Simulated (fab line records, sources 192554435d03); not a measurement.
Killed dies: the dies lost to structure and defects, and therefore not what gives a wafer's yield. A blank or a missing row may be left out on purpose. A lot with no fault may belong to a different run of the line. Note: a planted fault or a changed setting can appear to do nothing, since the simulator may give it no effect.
fab line records	flow n5Finfet
[record] lots = 5	wafers = 15	lastDay = 19
route steps=1938 shown SD_EPI_N@265 BEOL_M4@1111
lots that met no fault: taken from a fault-free run of the same line
startH: hours from the record's first day to the start of the lot's first wafer shown	waitH: hours since the lot's step before	" same as the row above	L1.1+2: a row that stands for several wafers	- no value, or no start was given	* or withheld: withheld	< > ~ a bound
route shown NAME@n: names a module that has steps shown in the file, with the first one's number in the route	usual: mean and standard deviation over wafers with no fault	same: alike in all rows	chamber/n: place in a boat	sites: readings site by site	_std_site: standard deviation of those values	_edge_site: outer sites' mean less inner sites'	radiusMm: how far each site lies from the wafer's centre	mask NAME#n: copy n	behind: the most recent tool/chamber to have shaped the wafer	hold: why the lot went on hold/how many hours it stayed there/how the hold came to an end	device: the n, p or np transistor that did not switch	end of line: tests of these same wafers at the route's end	where a step has no rows: the recipe by itself	killed: dies lost to structure and defects at the first sort, not the wafer's yield	map: dies across one wafer; x = killed, . = not, _ = none there
set.NAME: the run value of the setting; set.NAME@STEP: its run value at that earlier step	model.NAME: the simulator's own value behind a step, which no gauge read
lots at selected steps of the route; one table per step, one row per wafer
services: from which hour (startH, from the record's first day; less than 0 if before it) a tool's chamber was out of use, for how many hours, and why
[[steps]]
[step N5_SD_EPI_N_EBR_05]
[recipe] solvent = PGMEA	ebrWidthMm = 1.5
[step N5_SD_EPI_N_SOFTBAKE_04]
[recipe] tempC = 110	timeS = 60	resist = CAR-ArF-block
[step N5_SD_EPI_N_EXPOSE_06]
[recipe] maskId = SD_N_BLK	na = 1.35	sourceShape = conventional	sigmaOuter = 0.8	polarization = unpolarized	targetCdNm = 120	doseMj = 39.75
[step N5_SD_EPI_N_PEB_07]
[recipe] pebTempC = 110	pebTimeS = 60	resist = CAR-ArF-block
[step N5_SD_EPI_N_DEVELOP_08]
[recipe] developTimeS = 30	developer = TMAH	resist = CAR-ArF-block	devTempC = 23	rinseLiquid = diw	dry = airSpin
[step N5_SD_EPI_N_CD_MEAS_09]
[recipe] targetCdNm = 120	landingEnergyEv = 500	detector = seInlens
[usual] cdNm = 120.1/0.65
lot.wafer	tool	chamber	startH	waitH	cdNm
L261.3	cdSem-01	0	64.90	-	120.6
L261.4	"	0	"	"	120.6
L261.5	"	0	"	"	121.7
L264.1	cdSem-01	0	72.33	-	118.9
L264.4	"	0	"	"	119.8
L264.5	"	0	"	"	118.9
L277.1	cdSem-03	0	151.25	-	120.3
L277.3	"	0	"	"	119.8
L277.4	"	0	"	"	119.4
L279.1	cdSem-02	0	167.41	-	119.4
L279.3	"	0	"	"	119.8
L279.5	"	0	"	"	119.6
L281.1	cdSem-03	0	177.22	-	119.5
L281.3	"	0	"	"	120.6
L281.4	"	0	"	"	119.3
[step N5_SD_EPI_N_OVL_MEAS_10]
[recipe] pointsPerWafer = 44
[usual] SD_N_BLK_OVL = 0.2/0.73
lot.wafer	tool	chamber	startH	waitH	SD_N_BLK_OVL[nm]
L261.3	overlay-01	0	64.93	0.0	0.8
L261.4	"	0	"	"	-1.6
L261.5	"	0	"	"	-0.6
L264.1	overlay-01	0	72.36	0.0	0.5
L264.4	"	0	"	"	0.2
L264.5	"	0	"	"	0.6
L277.1	overlay-01	0	151.28	0.0	1.0
L277.3	"	0	"	"	0.3
L277.4	"	0	"	"	0.0
L279.1	overlay-01	0	167.44	0.0	0.5
L279.3	"	0	"	"	1.2
L279.5	"	0	"	"	1.0
L281.1	overlay-02	0	177.26	0.0	-0.9
L281.3	"	0	"	"	-0.1
L281.4	"	0	"	"	1.0
[step N5_SD_EPI_N_INSPECT_11]
[recipe] mode = adi	inspectInstrument = macro
[usual] rawDefectCount = 2.0/1.5
lot.wafer	tool	chamber	startH	waitH	rawDefectCount
L261.3	defectInspect-01	-	64.95	0.0	1
L261.4	"	-	"	"	2
L261.5	"	-	"	"	2
L264.1	defectInspect-01	-	72.39	0.0	3
L264.4	"	-	"	"	1
L264.5	"	-	"	"	0
L277.1	defectInspect-02	-	151.30	0.0	1
L277.3	"	-	"	"	2
L277.4	"	-	"	"	1
L279.1	defectInspect-01	-	167.46	0.0	1
L279.3	"	-	"	"	1
L279.5	"	-	"	"	0
L281.1	defectInspect-01	-	177.28	0.0	2
L281.3	"	-	"	"	2
L281.4	"	-	"	"	2
[step N5_SD_EPI_N_DESCUM_14]
[recipe] chemistry = O2	timeS = 7.9	sourcePowerW = 50	biasPowerW = 20	pressureMtorr = 20	rfFrequencyHz = 2.712e+07	tempC = 40	resist = CAR-ArF-block	o2FlowSccm = 225
[usual] drypumpMotorCurrentA = 5.8/0.47	oesProductAu = 0.80/0.091	rfVppV = 243.0/1.4	showerheadPlenumPTorr = 2.08/0.073	throttleValvePct = 20.35/0.22
lot.wafer	tool	chamber	startH	waitH	drypumpMotorCurrentA	oesProductAu	rfHoursCounterH	rfVppV	showerheadPlenumPTorr	throttleValvePct
L261.3	rieDiel-01	3	64.98	0.0	5.2	0.79	122	240.1	1.93	20.16
L261.4	"	1	"	"	6.4	0.93	10	242.0	2.06	20.03
L261.5	"	3	"	"	5.1	0.78	-	239.8	1.93	20.14
L264.1	rieDiel-05	3	72.42	0.0	5.5	0.69	245	243.6	2.07	20.36
L264.4	"	0	"	"	5.4	0.94	8	244.1	2.12	20.10
L264.5	"	0	"	"	5.3	0.94	-	244.0	2.12	20.10
L277.1	rieDiel-01	0	151.34	0.0	6.2	0.78	135	242.2	2.01	20.57
L277.3	"	1	"	"	6.5	0.87	40	241.2	2.05	20.08
L277.4	"	3	"	"	5.1	0.75	154	241.3	1.92	20.21
L279.1	rieDiel-03	3	167.49	0.0	5.6	0.70	232	243.5	2.16	20.98
L279.3	"	1	"	"	6.5	0.86	40	244.8	2.13	20.20
L279.5	"	0	"	"	6.0	0.83	-	241.5	2.02	20.37
L281.1	rieDiel-03	2	177.31	0.0	6.7	0.85	57	243.4	2.12	20.53
L281.3	"	3	"	"	5.6	0.70	234	244.4	2.16	20.99
L281.4	"	1	"	"	6.4	0.85	43	244.6	2.13	20.20
[step N5_SD_EPI_N_ETCH_34]
[recipe] chemistry = CF4	target = SiARC	targetDepthA = 455	maskMaterial = CAR-ArF-block	timeS = 75.8	ionEnergyEv = 80	pressureMtorr = 40	sourceW = 545	biasW = 36	Ar_flow_sccm = 100	cf4FlowSccm = 100	ends = cleared
[usual] drypumpMotorCurrentA = 5.8/0.47	etchRfOnTimeS = 75.4/1.9	oesProductAu = 0.68/0.076	rfVppV = 184.0/1.3	showerheadPlenumPTorr = 2.14/0.075	throttleValvePct = 15.60/0.21
lot.wafer	tool	chamber	startH	waitH	drypumpMotorCurrentA	etchRfOnTimeS	oesProductAu	rfHoursCounterH	rfVppV	showerheadPlenumPTorr	throttleValvePct
L261.3	rieDiel-01	3	65.02	0.0	5.1	74.9	0.68	122	181.0	1.97	15.35
L261.4	"	1	"	"	6.5	73.7	0.79	10	183.2	2.11	15.17
L261.5	"	3	"	"	5.1	75.9	0.68	-	182.1	1.97	15.37
L264.1	rieDiel-05	3	72.45	0.0	5.5	74.5	0.59	245	185.1	2.12	15.68
L264.4	"	0	"	"	5.4	74.8	0.81	8	183.6	2.21	15.45
L264.5	"	0	"	"	5.4	75.0	0.81	-	184.4	2.21	15.44
L277.1	rieDiel-01	0	151.37	0.0	6.2	78.7	0.66	135	183.2	2.06	15.71
L277.3	"	1	"	"	6.5	73.9	0.73	40	183.5	2.10	15.23
L277.4	"	3	"	"	5.1	76.3	0.65	154	181.6	1.96	15.44
L279.1	rieDiel-03	3	167.53	0.0	5.6	75.7	0.59	232	184.8	2.20	16.16
L279.3	"	1	"	"	6.5	76.3	0.74	40	185.4	2.18	15.37
L279.5	"	0	"	"	6.0	76.7	0.71	-	183.2	2.09	15.62
L281.1	rieDiel-03	2	177.35	0.0	6.7	72.1	0.74	57	185.1	2.18	15.72
L281.3	"	3	"	"	5.6	75.6	0.59	234	182.3	2.20	16.17
L281.4	"	1	"	"	6.5	76.2	0.73	43	184.0	2.18	15.36
[step N5_SD_EPI_N_ETCH_35]
[recipe] chemistry = N2/H2	target = SOC	overetchA = 1080	maskMaterial = SiARC	tempC = 40	ionEnergyEv = 100	sourceW = 3000	biasW = 133	pressureMtorr = 20	timeS = 486	n2FlowSccm = 200	h2FlowSccm = 200
[usual] drypumpMotorCurrentA = 5.8/0.47	n2FlowSccm = 200.0/0.5	oesProductAu = 0.71/0.077	rfVppV = 240.6/1.4	showerheadPlenumPTorr = 2.53/0.094	throttleValvePct = 23.69/0.27
lot.wafer	tool	chamber	startH	waitH	drypumpMotorCurrentA	n2FlowSccm	oesProductAu	rfHoursCounterH	rfVppV	showerheadPlenumPTorr	throttleValvePct
L261.3	rieDiel-01	3	65.07	0.0	5.1	201.0	0.71	122	238.2	2.33	23.16
L261.4	"	1	"	"	6.5	199.5	0.80	10	240.8	2.51	23.59
L261.5	"	3	"	"	5.2	200.1	0.71	-	239.2	2.33	23.16
L264.1	rieDiel-05	3	72.51	0.0	5.6	199.3	0.61	245	240.0	2.49	23.52
L264.4	"	0	"	"	5.3	199.5	0.84	8	241.9	2.59	23.67
L264.5	"	0	"	"	5.4	200.5	0.83	-	242.5	2.59	23.67
L277.1	rieDiel-01	0	151.43	0.0	6.2	200.5	0.70	135	240.1	2.43	23.69
L277.3	"	1	"	"	6.5	199.2	0.75	40	239.5	2.50	23.63
L277.4	"	3	"	"	5.1	199.8	0.68	154	237.7	2.32	23.20
L279.1	rieDiel-03	3	167.59	0.0	5.6	199.5	0.62	232	240.2	2.62	24.38
L279.3	"	1	"	"	6.5	200.0	0.78	40	242.4	2.59	23.51
L279.5	"	0	"	"	6.0	200.0	0.75	-	239.3	2.47	24.22
L281.1	rieDiel-03	2	177.40	0.0	6.7	199.2	0.74	57	240.8	2.58	23.76
L281.3	"	3	"	"	5.6	200.2	0.62	234	241.3	2.61	24.39
L281.4	"	1	"	"	6.5	199.8	0.77	43	240.8	2.58	23.52
[step N5_SD_EPI_N_STRIP_36]
[recipe] chemistry = N2/H2	tempC = 40	n2FlowSccm = 200	h2FlowSccm = 200	rfFrequencyHz = 6e+07
[step N5_SD_EPI_N_ETCHBACK_44]
[recipe] chemistry = CH3F/O2	mode = anisotropicEtchback	target = SiNx	targetDepthA = 145	stopOn = SiO2	overEtchFrac = 0.3	ionEnergyEv = 120	pressureMtorr = 30	sourceW = 395	biasW = 73	Ar_flow_sccm = 150	CH3F_flow_sccm = 30	O2_flow_sccm = 20
[usual] drypumpMotorCurrentA = 5.8/0.47	oes_ar_750_au = 0.80/0.088	oesProductAu = 0.68/0.072	rfVppV = 295/4.8	showerheadPlenumPTorr = 2.00/0.073	throttleValvePct = 16.32/0.21
lot.wafer	tool	chamber	startH	waitH	drypumpMotorCurrentA	oes_ar_750_au	oesProductAu	rfHoursCounterH	rfVppV	showerheadPlenumPTorr	throttleValvePct	model.SiARC_of_SD_EPI_N_COAT_33.thkNm
L261.3	rieDiel-01	3	65.40	0.0	5.1	0.80	0.68	122	295	1.84	16.10	16
L261.4	"	1	"	"	6.4	0.92	0.77	10	291	1.96	15.88	15.8
L261.5	"	3	"	"	5.1	0.80	0.68	-	296	1.84	16.09	16
L264.1	rieDiel-05	3	72.84	0.0	5.5	0.69	0.59	246	297	1.98	16.41	16.2
L264.4	"	0	"	"	5.3	0.95	0.79	8	290	2.06	16.19	16.4
L264.5	"	0	"	"	5.3	0.95	0.80	-	289	2.06	16.20	16.4
L277.1	rieDiel-01	0	151.75	0.0	6.2	0.78	0.67	135	287	1.92	16.43	16.8
L277.3	"	1	"	"	6.5	0.85	0.72	41	290	1.95	15.96	15.4
L277.4	"	3	"	"	5.1	0.76	0.64	154	295	1.83	16.14	17
L279.1	rieDiel-03	3	167.91	0.0	5.6	0.69	0.60	232	304	2.06	16.91	16
L279.3	"	1	"	"	6.5	0.87	0.74	40	290	2.04	16.11	16.4
L279.5	"	0	"	"	6.0	0.85	0.71	-	295	1.94	16.35	16
L281.1	rieDiel-03	2	177.73	0.0	6.7	0.86	0.72	57	288	2.04	16.48	15.6
L281.3	"	3	"	"	5.6	0.69	0.59	234	305	2.06	16.91	15.8
L281.4	"	1	"	"	6.5	0.87	0.74	43	291	2.04	16.11	16.4
[step N5_SD_EPI_N_ETCH_45]
[recipe] chemistry = CH3F/O2	target = SiOCN	targetDepthA = 60	maskMaterial = SOC	ionEnergyEv = 60	biasW = 29	pressureMtorr = 15	sourceW = 410	Ar_flow_sccm = 150	CH3F_flow_sccm = 30	O2_flow_sccm = 20
[usual] drypumpMotorCurrentA = 5.8/0.47	oesProductAu = 0.80/0.087	rfVppV = 127.5/1.1	showerheadPlenumPTorr = 1.99/0.074	throttleValvePct = 23.28/0.21
lot.wafer	tool	chamber	startH	waitH	drypumpMotorCurrentA	oesProductAu	rfHoursCounterH	rfVppV	showerheadPlenumPTorr	throttleValvePct
L261.3	rieDiel-01	3	65.50	0.1	5.1	0.79	122	125.5	1.83	22.92
L261.4	"	1	"	"	6.5	0.91	10	128.2	1.96	22.90
L261.5	"	3	"	"	5.1	0.80	-	126.6	1.83	22.93
L264.1	rieDiel-05	3	72.94	0.1	5.5	0.68	246	126.3	1.98	23.26
L264.4	"	0	"	"	5.4	0.94	8	126.5	2.06	23.29
L264.5	"	0	"	"	5.3	0.94	-	129.3	2.06	23.30
L277.1	rieDiel-01	0	151.85	0.1	6.2	0.77	135	127.2	1.91	23.43
L277.3	"	1	"	"	6.4	0.85	41	127.2	1.95	22.92
L277.4	"	3	"	"	5.1	0.31	154	126.2	1.82	22.95
L279.1	rieDiel-03	3	168.01	0.1	5.6	0.69	232	129.5	2.06	23.89
L279.3	"	1	"	"	6.5	0.86	40	127.4	2.03	23.05
L279.5	"	0	"	"	6.0	0.84	-	126.3	1.94	23.39
L281.1	rieDiel-03	2	177.83	0.1	6.7	0.84	57	126.9	2.03	23.54
L281.3	"	3	"	"	5.6	0.69	234	128.5	2.05	23.90
L281.4	"	1	"	"	6.5	0.85	43	127.5	2.03	23.07
[step N5_SD_EPI_N_ETCH_16]
[recipe] chemistry = CHF3/O2	target = SiO2	targetDepthA = 50	maskMaterial = SOC	pressureMtorr = 30	sourceW = 650	biasW = 170	Ar_flow_sccm = 200	CHF3_flow_sccm = 50	O2_flow_sccm = 5	ionEnergyEv = 200
[usual] drypumpMotorCurrentA = 5.8/0.47	oes_ar_750_au = 0.81/0.086	oesProductAu = 0.80/0.087	rfVppV = 519/8.8	showerheadPlenumPTorr = 2.41/0.087	throttleValvePct = 18.88/0.2
lot.wafer	tool	chamber	startH	waitH	drypumpMotorCurrentA	oes_ar_750_au	oesProductAu	rfHoursCounterH	rfVppV	showerheadPlenumPTorr	throttleValvePct	model.SiARC_of_SD_EPI_N_COAT_33.thkNm
L261.3	rieDiel-01	3	65.60	0.1	5.1	0.80	0.79	122	519	2.22	18.62	12.4
L261.4	"	1	"	"	6.5	0.90	0.92	10	512	2.37	18.47	12.2
L261.5	"	3	"	"	5.1	0.80	0.79	-	520	2.22	18.63	12.4
L264.1	rieDiel-05	3	73.04	0.1	5.6	0.69	0.68	246	521	2.39	18.91	12.6
L264.4	"	0	"	"	5.4	0.94	0.93	8	514	2.49	18.80	12.8
L264.5	"	0	"	"	5.4	0.94	0.92	-	512	2.49	18.82	13
L277.1	rieDiel-01	0	151.95	0.1	6.2	0.77	0.77	135	509	2.32	18.96	13.4
L277.3	"	1	"	"	6.4	0.85	0.86	41	510	2.36	18.53	11.8
L277.4	"	3	"	"	5.1	0.78	0.75	154	520	2.21	18.68	13.6
L279.1	rieDiel-03	3	168.11	0.1	5.6	0.70	0.69	232	539	2.48	19.47	12.4
L279.3	"	1	"	"	6.4	0.87	0.86	40	512	2.46	18.68	12.8
L279.5	"	0	"	"	6.0	0.84	0.83	-	523	2.35	18.95	12.4
L281.1	rieDiel-03	2	177.93	0.1	6.7	0.86	0.85	57	506	2.46	19.12	12
L281.3	"	3	"	"	5.6	0.69	0.69	235	538	2.48	19.47	12.2
L281.4	"	1	"	"	6.5	0.87	0.85	43	512	2.46	18.70	12.8
[step N5_SD_EPI_N_STRIP_47]
[recipe] chemistry = CHF3/O2	resist = SiARC	rfFrequencyHz = 6e+07
[step N5_SD_EPI_N_SD_RECESS_17]
[recipe] chemistry = HBr/Cl2/O2	targetDepthA = 410	maskMaterial = SOC	timeS = 23.7	btTimeS = 3	pressureMtorr = 10	icpW = 800	biasW = 112	HBr_flow_sccm = 150	Cl2_flow_sccm = 80	O2_flow_sccm = 12
[usual] drypumpMotorCurrentA = 5.7/0.57	oesProductAu = 1.001/0.012	throttleValvePct = 37.08/0.3
lot.wafer	tool	chamber	startH	waitH	drypumpMotorCurrentA	oesProductAu	rfHoursCounterH	throttleValvePct
L261.3	rieSi-03	3	65.67	0.0	5.8	1.017	55	37.11
L261.4	"	2	"	"	5.6	1.012	197	36.74
L261.5	"	2	"	"	5.6	1.013	-	36.75
L264.1	rieSi-05	1	73.11	0.0	4.9	1.009	68	37.10
L264.4	"	0	"	"	6.4	0.996	4	36.94
L264.5	"	2	"	"	5.8	1.012	-	37.36
L277.1	rieSi-03	1	152.02	0.0	6.4	0.984	81	37.05
L277.3	"	2	"	"	5.7	1.009	0	36.77
L277.4	"	1	"	"	6.4	0.988	-	37.04
L279.1	rieSi-05	1	168.18	0.0	4.9	1.008	69	37.08
L279.3	"	0	"	"	6.4	1.004	6	36.95
L279.5	"	0	"	"	6.4	0.988	-	36.94
L281.1	rieSi-01	3	178.00	0.0	6.3	1.002	46	37.10
L281.3	"	2	"	"	5.7	0.986	9	36.87
L281.4	"	0	"	"	6.0	1.004	1	36.56
[step N5_SD_EPI_N_STRIP_38]
[recipe] chemistry = N2/H2	powerW = 1000	tempC = 250	h2Frac = 0.65	overashFraction = 0.3	pressureMtorr = withheld	n2FlowSccm = 1750	h2FlowSccm = 3250
[step N5_SD_EPI_N_WET_ETCH_43]
[recipe] chemistry = dHF	dilution = withheld	timeS = 14	target = SiO2	targetDepthA = 15	tempC = 25
[step N5_SD_EPI_N_STRIP_18]
[recipe] chemistry = SPM	timeS = 750	tempC = 130	h2so4H2o2VolRatio = 4
[step N5_SD_EPI_N_SRD_20]
[recipe] dry = ipaMarangoni	doPpb = 5	timeS = 30	tempC = 23	rinseLiquid = diw
[step N5_SD_EPI_N_PRECLEAN_48]
[recipe] chemistry = NF3:NH3	afsCycles = 2	tempC = 30	timeS = 20	sublimationTempC = 180	sublimationTimeS = 60	pressureTorr = 3	rfPowerW = 30
[step N5_SD_EPI_N_VAPOR_ETCH_50]
[recipe] chemistry = HCl	target = Si	tempC = 775	timeS = 54	pressureTorr = 20	mode = isotropic
[usual] susceptorTempC = 775.0/0.35	throttleValvePct = 11.5/0.41
lot.wafer	tool	chamber	startH	waitH	susceptorTempC	throttleValvePct
L261.3	epiRpcvd-01	0	66.54	0.2	774.9	10.8
L261.4	"	0	"	"	774.9	11.1
L261.5	"	0	"	"	775.3	11.0
L264.1	epiRpcvd-02	0	73.91	0.3	775.0	11.9
L264.4	"	0	"	"	775.4	11.6
L264.5	"	0	"	"	774.9	12.0
L277.1	epiRpcvd-01	0	152.83	0.3	774.4	10.8
L277.3	"	0	"	"	774.3	10.8
L277.4	"	0	"	"	774.6	11.1
L279.1	epiRpcvd-03	0	169.11	0.4	775.0	11.2
L279.3	"	0	"	"	775.1	11.5
L279.5	"	0	"	"	775.3	11.6
L281.1	epiRpcvd-03	0	178.81	0.3	775.5	11.1
L281.3	"	0	"	"	774.7	11.5
L281.4	"	0	"	"	775.5	11.2
[step N5_SD_EPI_N_EPI_21]
[recipe] material = Si:P	dopant = P	tempC = 680	pressureTorr = 255	timeS = 690
[usual] susceptorTempC = 680.0/0.34
lot.wafer	tool	chamber	startH	waitH	susceptorTempC	model.Si-P_of_SD_EPI_N_EPI_21.thkNm
L261.3	epiRpcvd-01	0	67.22	0.7	680.0	59.4
L261.4	"	0	"	"	679.5	59.8
L261.5	"	0	"	"	679.8	59.2
L264.1	epiRpcvd-02	0	74.09	0.1	680.5	58.8
L264.4	"	0	"	"	679.9	59.8
L264.5	"	0	"	"	679.7	59
L277.1	epiRpcvd-01	0	153.01	0.1	680.0	59.8
L277.3	"	0	"	"	679.6	58.8
L277.4	"	0	"	"	680.0	1.2
L279.1	epiRpcvd-03	0	169.35	0.2	679.7	58.2
L279.3	"	0	"	"	679.5	58.8
L279.5	"	0	"	"	679.4	58.2
L281.1	epiRpcvd-03	0	178.99	0.1	679.8	58.2
L281.3	"	0	"	"	680.4	58.4
L281.4	"	0	"	"	679.9	57.8
[step N5_SD_EPI_N_EPI_MEAS_23]
[recipe] mode = xrd
[usual] thkNm = 58.9/1.1
lot.wafer	tool	chamber	startH	waitH	thkNm
L261.3	filmMetro-02	-	68.38	0.9	58.3
L261.4	"	-	"	"	59.3
L261.5	"	-	"	"	59.6
L264.1	filmMetro-01	-	75.81	1.4	58.4
L264.4	"	-	"	"	59.1
L264.5	"	-	"	"	59.4
L277.1	filmMetro-01	-	154.73	1.4	62.2
L277.3	"	-	"	"	58.2
L277.4	"	-	"	"	1.4
L279.1	filmMetro-01	-	171.62	1.9	60.7
L279.3	"	-	"	"	58.5
L279.5	"	-	"	"	58.4
L281.1	filmMetro-02	-	180.71	1.4	58.7
L281.3	"	-	"	"	59.5
L281.4	"	-	"	"	57.7
[step N5_SD_EPI_N_PRECLEAN_24]
[recipe] chemistry = O3/DIW	timeS = 60	tempC = 22	o3Ppm = 10
[usual] bathHeatDutyPct = 2.3/0.43
lot.wafer	tool	chamber	startH	waitH	bathHeatDutyPct	model.Si-P_of_SD_EPI_N_EPI_21.thkNm
L261.3	wetBench-01	4	68.41	0.0	2.5	59
L261.4	"	5	"	"	2.5	59.4
L261.5	"	6	"	"	2.5	58.8
L264.1	wetBench-01	6	75.85	0.0	2.5	58.4
L264.4	"	0	"	"	2.3	59.4
L264.5	"	4	"	"	2.3	58.6
L277.1	wetBench-05	0	154.76	0.0	1.9	59.4
L277.3	"	2	"	"	2.8	58.4
L277.4	"	5	"	"	1.8	1.2
L279.1	wetBench-01	6	171.66	0.0	2.9	57.8
L279.3	"	0	"	"	1.8	58.4
L279.5	"	1	"	"	3.0	57.8
L281.1	wetBench-03	7	180.74	0.0	2.2	57.8
L281.3	"	5	"	"	2.5	58
L281.4	"	0	"	"	1.3	57.4
[step N5_SD_EPI_N_SRD_25]
[recipe] timeS = 30	tempC = 23	rinseLiquid = diw	dry = ipaMarangoni
[step N5_BEOL_M4_RC_MEAS_101]
[usual] DIBL_N = 36.0/1.7	DIBL_P = 36.2/1.9	IOFF_N = 0.154/0.028	IOFF_P = 0.21/0.036	ION_N = 675/11	ION_P = 463/8.3	SS_N = 71.4/0.63	SS_P = 73.2/0.55	VT_N = 250.2/3	VT_P = -251/3.7
lot.wafer	tool	chamber	startH	waitH	DIBL_N[mV/V]	DIBL_P[mV/V]	IOFF_N[nA/um]	IOFF_P[nA/um]	ION_N[uA/um]	ION_P[uA/um]	SS_N[mV/dec]	SS_P[mV/dec]	VT_N[mV]	VT_P[mV]
L261.3	prober-01	0	197.75	0.3	38.6	37.1	0.169	0.22	669	460	72.1	74.1	251.6	-250
L261.4	"	0	"	"	37.7	37.1	0.153	0.22	668	459	71.8	73.8	252.2	-249
L261.5	"	0	"	"	38.5	38.1	0.171	0.26	667	463	71.6	74.1	250.9	-248
L264.1	prober-02	0	239.53	0.0	34.3	34.7	0.126	0.17	675	459	70.9	72.1	249.3	-251
L264.4	"	0	"	"	35.3	36.5	0.142	0.19	677	465	71.6	72.9	251.4	-249
L264.5	"	0	"	"	37.2	37.9	0.172	0.22	687	475	71.5	73.1	247.1	-249
L277.1	prober-01	0	330.18	0.0	33.6	34.5	0.131	0.17	675	460	71.1	73.3	252.0	-254
L277.3	"	0	"	"	30.1	29.5	0.082	0.12	643	444	70.7	71.4	257.1	-259
L279.1	prober-01	0	339.84	0.0	37.6	37.2	0.167	0.23	667	467	71.5	73.9	250.3	-249
L279.3	"	0	"	"	35.0	34.2	0.129	0.19	669	456	70.8	72.8	252.8	-248
L279.5	"	0	"	"	35.9	36.0	0.144	0.21	660	460	71.6	73.5	253.2	-248
L281.1	prober-02	0	342.53	0.0	35.8	36.0	0.154	0.23	668	470	70.8	72.6	248.9	-245
L281.3	"	0	"	"	33.1	33.3	0.116	0.19	678	473	71.0	72.5	251.4	-248
L281.4	"	0	"	"	37.5	38.5	0.195	0.27	682	474	72.5	73.5	245.2	-248
[[services]]
tool	chamber	startH	hours	kind
rieDiel-03	1	42.06	-	clean
rieDiel-03	1	42.06	-	consumableReplace:focusRing
rieDiel-03	1	42.06	20.8	scheduledDown
rieDiel-03	1	42.06	20.8	ventCycle
rieDiel-05	2	60.15	2.0	repair
rieDiel-05	1	84.10	21.9	repair
rieDiel-05	3	96.30	1.8	repair
rieDiel-05	2	100.11	16.3	repair
rieSi-01	0	110.99	-	clean
rieSi-01	0	110.99	24.2	scheduledDown
rieSi-01	0	110.99	24.2	ventCycle
rieDiel-05	1	116.46	-	clean
rieDiel-05	1	116.46	-	consumableReplace:focusRing
rieSi-03	2	117.71	-	clean
rieSi-03	2	117.71	30.0	scheduledDown
rieSi-03	2	117.71	30.0	ventCycle
rieDiel-05	3	119.45	6.4	repair
rieDiel-05	3	134.83	-	clean
rieDiel-05	3	134.83	-	consumableReplace:focusRing
rieDiel-05	3	134.83	29.9	scheduledDown
rieDiel-05	3	134.83	29.9	ventCycle
rieSi-03	3	139.42	31.8	repair
epiRpcvd-02	-	148.66	9.2	repair
rieDiel-03	2	157.49	2.7	repair
[[key]]
[firstSign] step = N5_SD_EPI_N_ETCH_45	reading = oesProductAu	direction = down	sigmas = 5.7	usual = 0.80	struck = 0.31
[effect] step = N5_SD_EPI_N_EPI_MEAS_23	reading = thkNm	direction = down	sigmas = 51	usual = *	struck = *
[modelEffect] step = N5_SD_EPI_N_ETCHBACK_44	value = SiARC_of_SD_EPI_N_COAT_33.thkNm	without = 16	struck = 17
[modelEffect] step = N5_SD_EPI_N_ETCH_16	value = SiARC_of_SD_EPI_N_COAT_33.thkNm	without = 12.6	struck = 13.6
[modelEffect] step = N5_SD_EPI_N_EPI_21	value = Si-P_of_SD_EPI_N_EPI_21.thkNm	without = 59	struck = 1.2
[modelEffect] step = N5_SD_EPI_N_PRECLEAN_24	value = Si-P_of_SD_EPI_N_EPI_21.thkNm	without = 58.6	struck = 1.2
metAt N5_SD_EPI_N_ETCHBACK_44
struckWafers L277.4
laterRowsLeftOut L277.4
sortLeftOut L277.4
onsetBetween 65.40 151.75
[fault] kind = processParameterDrift	tool = rieDiel-01	chamber = 3	onsetH = 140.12	steps = N5_SD_EPI_N_ETCHBACK_44	channel = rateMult	offset = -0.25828	shape = step	endH = 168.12
// sortLeftOut: the simulated sort isn't trusted on such a fault, so these wafers' sort isn't shown, and their yield isn't known
// laterRowsLeftOut: the simulator's readings of these wafers behind a module that went badly wrong aren't trusted and aren't shown, but for the sort
